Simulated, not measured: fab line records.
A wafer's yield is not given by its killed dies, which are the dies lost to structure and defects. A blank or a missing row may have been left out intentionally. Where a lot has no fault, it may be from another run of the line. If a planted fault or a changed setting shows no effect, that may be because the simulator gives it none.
Which of the tools did it? + flow nand-harc + 11 lots with 33 wafers sampled at 5 steps, on a route of 1302 steps

## WHAT THE GAUGES READ, wafer by wafer
NHARC_END_SORT_01.
| lot  | measured     | on        | killed-at-array |
|------|--------------|-----------|-----------------|
| L526 | day 25 00:17 | prober-01 | 27 26 15        |
| L534 | day 28 19:05 | prober-01 | 39 675 672      |

## WHICH TOOL RAN EACH LOT (tool, then ch and the chambers of the sampled wafers, then the start)
| lot  | NHARC_A_STAIRCASE_ETCH_203                    | NHARC_A_STAIRCASE_TRIM_224                    | NHARC_A_STAIRCASE_TRIM_233                    | NHARC_A_STAIRCASE_ETCH_236         |
|------|-----------------------------------------------|-----------------------------------------------|-----------------------------------------------|------------------------------------|
| L526 | rie-diel-01 ch 0,1,3, day 16 14:44 or earlier | rie-diel-04 ch 0,1, day 16 14:44 or earlier   | rie-diel-01 ch 0,1,2, day 16 14:44 or earlier | rie-diel-01 ch 2,3, day 16 14:44   |
| L528 | rie-diel-04 ch 1,2,3, day 17 17:22 or earlier | rie-diel-01 ch 1,2, day 17 17:22 or earlier   | rie-diel-01 ch 0,1,3, day 17 17:22 or earlier | rie-diel-01 ch 0,1, day 17 17:22   |
| L529 | rie-diel-01 ch 0,2,3, day 18 16:24 or earlier | rie-diel-07 ch 1,2,3, day 18 16:24 or earlier | rie-diel-04 ch 0,1,2, day 18 16:24 or earlier | rie-diel-04 ch 0,3, day 18 16:24   |
| L531 | rie-diel-07 ch 1,3, day 19 17:19 or earlier   | rie-diel-04 ch 0,3, day 19 17:19 or earlier   | rie-diel-04 ch 1,2,3, day 19 17:19 or earlier | rie-diel-04 ch 0,1,3, day 19 17:19 |
| L532 | rie-diel-01 ch 0,1,2, day 19 17:50 or earlier | rie-diel-04 ch 0,1,2, day 19 17:50 or earlier | rie-diel-04 ch 0,2,3, day 19 17:50 or earlier | rie-diel-04 ch 1,2,3, day 19 17:50 |
| L534 | rie-diel-04 ch 1,2, day 20 20:40 or earlier   | rie-diel-04 ch 1,2,3, day 20 20:40 or earlier | rie-diel-04 ch 0,3, day 20 20:40 or earlier   | rie-diel-04 ch 0,3, day 20 20:40   |
| L542 | rie-diel-01 ch 1,2,3, day 23 23:41 or earlier | rie-diel-01 ch 0,1,2, day 23 23:41 or earlier | rie-diel-01 ch 0,1,3, day 23 23:41 or earlier | rie-diel-01 ch 1,2,3, day 23 23:41 |
| L541 | rie-diel-04 ch 1,2, day 24 01:17 or earlier   | rie-diel-04 ch 1,2,3, day 24 01:17 or earlier | rie-diel-04 ch 1,2,3, day 24 01:17 or earlier | rie-diel-04 ch 1,2,3, day 24 01:17 |
| L544 | rie-diel-04 ch 2,3, day 24 12:20 or earlier   | rie-diel-04 ch 1,3, day 24 12:20 or earlier   | rie-diel-04 ch 1,3, day 24 12:20 or earlier   | rie-diel-04 ch 1,3, day 24 12:20   |
| L546 | rie-diel-01 ch 1,3, day 25 13:39 or earlier   | rie-diel-04 ch 0,2, day 25 13:39 or earlier   | rie-diel-07 ch 0,1,2, day 25 13:39 or earlier | rie-diel-07 ch 1,3, day 25 13:39   |
| L547 | rie-diel-04 ch 0,1, day 25 15:49 or earlier   | rie-diel-07 ch 0,2, day 25 15:49 or earlier   | rie-diel-04 ch 0,1,2, day 25 15:49 or earlier | rie-diel-04 ch 0,2, day 25 15:49   |
- NHARC_A_STAIRCASE_ETCH_203: etches the open film in C4F8/O2, target depth 100 nm, time 40.5 s.
- NHARC_A_STAIRCASE_TRIM_224: chemistry O2, time 211.2 s.
- NHARC_A_STAIRCASE_TRIM_233: chemistry O2, time 211.2 s.
- NHARC_A_STAIRCASE_ETCH_236: etches the open film in C4F8/O2, target depth 100 nm, time 40.5 s.

## THE ANSWER, worked out from the rows above alone
Rule: what is usual is taken from the lots themselves. Put in order of their means at a reading, lots are off if they are a third of the lots or fewer, leave a main group of 4 or more, and stand apart from it by a gap of 3 or more times the standard deviation of the main group's means; of several such gaps the widest counts. A main group whose means are all the same, to the digits that the tables above print for the reading, isn't used. Also off: a lot with no number at a reading for which 4 or more lots have one. Where the step has rows for the other lots, those lots are counted as sound.
None of the lots is off at any reading shown; this tells nothing.

## WHAT HAD BEEN PUT IN BY THE SIMULATOR
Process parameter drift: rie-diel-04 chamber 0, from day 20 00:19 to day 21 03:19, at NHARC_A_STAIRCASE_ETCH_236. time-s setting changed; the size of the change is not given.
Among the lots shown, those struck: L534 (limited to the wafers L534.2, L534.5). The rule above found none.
